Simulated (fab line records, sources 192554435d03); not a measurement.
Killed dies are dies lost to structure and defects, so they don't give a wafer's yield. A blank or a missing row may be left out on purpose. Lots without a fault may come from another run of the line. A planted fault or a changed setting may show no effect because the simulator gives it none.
One fault seen from 2 desks | flow n5_finfet | each desk has only its own numbers; what lay behind them comes last

THE METROLOGY DESK
What the gauges read, lot by lot, whatever tool the lot ran on: means of the sampled wafers that have a number. A lot is out of limits, marked OUT, if its mean lies more than 4 standard deviations from the usual mean; the brackets give that distance. Of its 10 readings 7 are shown: those that lie furthest out on some lot.
Columns: A = DIBL_N at N5_BEOL_M4_RC_MEAS_101, usual 36.4 mV/V; B = IOFF_N at N5_BEOL_M4_RC_MEAS_101, usual 0.156 nA/um; C = IOFF_P at N5_BEOL_M4_RC_MEAS_101, usual 0.210 nA/um; D = ION_N at N5_BEOL_M4_RC_MEAS_101, usual 675 uA/um; E = SS_N at N5_BEOL_M4_RC_MEAS_101, usual 71.6 mV/dec; F = SS_P at N5_BEOL_M4_RC_MEAS_101, usual 73.3 mV/dec; G = VT_N at N5_BEOL_M4_RC_MEAS_101, usual 250 mV
lot  | first seen here | A    | B     | C     | D   | E    | F    | G
L502 | day 9 06:28     | 37.3 | 0.150 | 0.227 | 674 | 71.9 | 73.6 | 253
L503 | day 9 10:19     | 35.5 | 0.159 | 0.201 | 679 | 71.5 | 73.2 | 250
L505 | day 9 12:20     | 35.9 | 0.159 | 0.185 | 677 | 71.7 | 73.5 | 248
L513 | day 12 00:41    | 35.8 | 0.136 | 0.205 | 660 | 72.0 | 72.7 | 256
L515 | day 12 11:01    | 38.5 | 0.151 | 0.213 | 672 | 71.0 | 73.2 | 251
L520 | day 13 18:05    | 37.7 | 0.166 | 0.229 | 678 | 71.4 | 73.4 | 251
L521 | day 13 23:07    | 34.4 | 0.127 | 0.182 | 668 | 71.3 | 72.3 | 252
L522 | day 14 03:29    | 35.4 | 0.142 | 0.208 | 673 | 71.4 | 73.4 | 252
L525 | day 15 06:20    | 36.3 | 0.159 | 0.224 | 671 | 71.6 | 72.9 | 250
This desk's finding: nothing out of limits on any of the 9 lots.

THE TOOL OWNER'S DESK: pecvd-04
The tool's own readings at N5_FIN_SAQP_PECVD_47 (deposits a-Si from SiH4/He, target thk 45 nm, time 36.3 s): means of the sampled wafers that have a number, for each lot that ran on this tool. A lot is out of limits, marked OUT, if its mean lies more than 4 standard deviations from the usual mean; the brackets give that distance.
Columns: A = heater_power_w at N5_FIN_SAQP_PECVD_47, usual 856 W; B = showerhead_plenum_p_Torr at N5_FIN_SAQP_PECVD_47, usual 5.67 Torr; C = throttle_valve_pct at N5_FIN_SAQP_PECVD_47, usual 18.5 %
lot  | first seen here | A   | B    | C
L502 | day 1 20:59     | 816 | 5.63 | 18.0
L505 | day 2 15:19     | 889 | 5.65 | 17.9
L521 | day 6 15:47     | 759 | 5.63 | 17.9
L522 | day 6 22:02     | 706 | 5.61 | 18.2
This desk's finding: nothing out of limits on any of the 4 lots.

PUT TOGETHER
The metrology desk saw nothing out of limits.
The tool owner's desk saw nothing out of limits.

WHAT THE SIMULATOR HAD PUT IN
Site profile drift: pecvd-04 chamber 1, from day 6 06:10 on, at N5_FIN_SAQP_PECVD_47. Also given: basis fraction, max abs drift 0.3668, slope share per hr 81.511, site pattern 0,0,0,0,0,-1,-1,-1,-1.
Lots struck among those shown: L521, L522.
